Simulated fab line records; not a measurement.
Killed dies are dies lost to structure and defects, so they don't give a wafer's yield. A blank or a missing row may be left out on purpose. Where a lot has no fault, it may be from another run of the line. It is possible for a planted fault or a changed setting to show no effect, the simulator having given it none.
Chamber matching :: flow n5Finfet :: 3 sister chambers for N5_PMOS_HMC_CHANNEL_EPI_HM_DEP_34 on pecvd-04
The step deposits SiO2 from TEOS/O2, target thk 36 nm, time 6.9 s. 16 wafers are shown with their chamber, then 8 later ones without.

== WAFERS, EACH WITH ITS CHAMBER ==
wafer: L076.3
chamber: 1
throttleValvePct (%): 18.4
showerheadPlenumPTorr (Torr): 8.30
heaterPowerW (W): 468

wafer: L076.4
chamber: 2
throttleValvePct (%): 19.9
showerheadPlenumPTorr (Torr): 8.40
heaterPowerW (W): 535

wafer: L076.6
chamber: 0
throttleValvePct (%): 17.3
showerheadPlenumPTorr (Torr): 8.35
heaterPowerW (W): 381

wafer: L079.1
chamber: 1
throttleValvePct (%): 18.0
showerheadPlenumPTorr (Torr): 8.29
heaterPowerW (W): 508

wafer: L079.4
chamber: 1
throttleValvePct (%): 18.0
showerheadPlenumPTorr (Torr): 8.31
heaterPowerW (W): 509

wafer: L079.5
chamber: 2
throttleValvePct (%): 19.8
showerheadPlenumPTorr (Torr): 8.38
heaterPowerW (W): 525

wafer: L080.2
chamber: 2
throttleValvePct (%): 19.8
showerheadPlenumPTorr (Torr): 8.37
heaterPowerW (W): 528

wafer: L080.3
chamber: 0
throttleValvePct (%): 17.3
showerheadPlenumPTorr (Torr): 8.35
heaterPowerW (W): 357

wafer: L080.5
chamber: 1
throttleValvePct (%): 18.0
showerheadPlenumPTorr (Torr): 8.27
heaterPowerW (W): 414

wafer: L086.3
chamber: 1
throttleValvePct (%): 18.1
showerheadPlenumPTorr (Torr): 8.29
heaterPowerW (W): 432

wafer: L086.5
chamber: 2
throttleValvePct (%): 19.6
showerheadPlenumPTorr (Torr): 8.38
heaterPowerW (W): 569

wafer: L086.6
chamber: 0
throttleValvePct (%): 17.5
showerheadPlenumPTorr (Torr): 8.36
heaterPowerW (W): 424

wafer: L089.2
chamber: 1
throttleValvePct (%): 18.2
showerheadPlenumPTorr (Torr): 8.29
heaterPowerW (W): 493

wafer: L089.3
chamber: 0
throttleValvePct (%): 17.7
showerheadPlenumPTorr (Torr): 8.38
heaterPowerW (W): 373

wafer: L089.4
chamber: 1
throttleValvePct (%): 18.1
showerheadPlenumPTorr (Torr): 8.28
heaterPowerW (W): 496

wafer: L091.3
chamber: 2
throttleValvePct (%): 20.0
showerheadPlenumPTorr (Torr): 8.39
heaterPowerW (W): 542

SIGNATURES (means of the wafers above)
reading: throttleValvePct
chamber 0: 17.450
chamber 1: 18.114
chamber 2: 19.820
scatter within a chamber: 0.158

reading: showerheadPlenumPTorr
chamber 0: 8.3600
chamber 1: 8.2900
chamber 2: 8.3840
scatter within a chamber: 0.0128

reading: heaterPowerW
chamber 0: 383.75
chamber 1: 474.29
chamber 2: 539.80
scatter within a chamber: 30.8
Rule: a wafer's distance from a chamber is the root of the sum, over the readings, of the square of ((its reading less the chamber's mean) divided by the reading's scatter). If the next closest chamber is less than 2 further off than the closest, the wafer can't be placed; otherwise it belongs to the closest. The scatter: the root of (the sum of the squares of (reading less its chamber's mean) over the shown wafers, divided by (wafers less chambers)).

== WAFERS MISSING THEIR CHAMBER ==
wafer: L091.4
throttleValvePct (%): 17.5
showerheadPlenumPTorr (Torr): 8.36
heaterPowerW (W): 468

wafer: L091.5
throttleValvePct (%): 19.9
showerheadPlenumPTorr (Torr): 8.38
heaterPowerW (W): 541

wafer: L095.2
throttleValvePct (%): 18.2
showerheadPlenumPTorr (Torr): 8.28
heaterPowerW (W): 476

wafer: L095.3
throttleValvePct (%): 17.6
showerheadPlenumPTorr (Torr): 8.35
heaterPowerW (W): 442

wafer: L095.6
throttleValvePct (%): 20.0
showerheadPlenumPTorr (Torr): 8.39
heaterPowerW (W): 586

wafer: L097.2
throttleValvePct (%): 17.6
showerheadPlenumPTorr (Torr): 8.34
heaterPowerW (W): 371

wafer: L097.3
throttleValvePct (%): 17.6
showerheadPlenumPTorr (Torr): 8.36
heaterPowerW (W): 378

wafer: L097.5
throttleValvePct (%): 17.2
showerheadPlenumPTorr (Torr): 8.34
heaterPowerW (W): 368

== WHICH CHAMBER EACH ONE RAN IN ==
wafer: L091.4
from the rows above: 0
in truth: 0

wafer: L091.5
from the rows above: 2
in truth: 2

wafer: L095.2
from the rows above: 1
in truth: 1

wafer: L095.3
from the rows above: 0
in truth: 0

wafer: L095.6
from the rows above: 2
in truth: 2

wafer: L097.2
from the rows above: 0
in truth: 0

wafer: L097.3
from the rows above: 0
in truth: 0

wafer: L097.5
from the rows above: 0
in truth: 0
Correctly placed: 8 of 8. Not placeable from these rows: 0. Wrongly placed: 0.
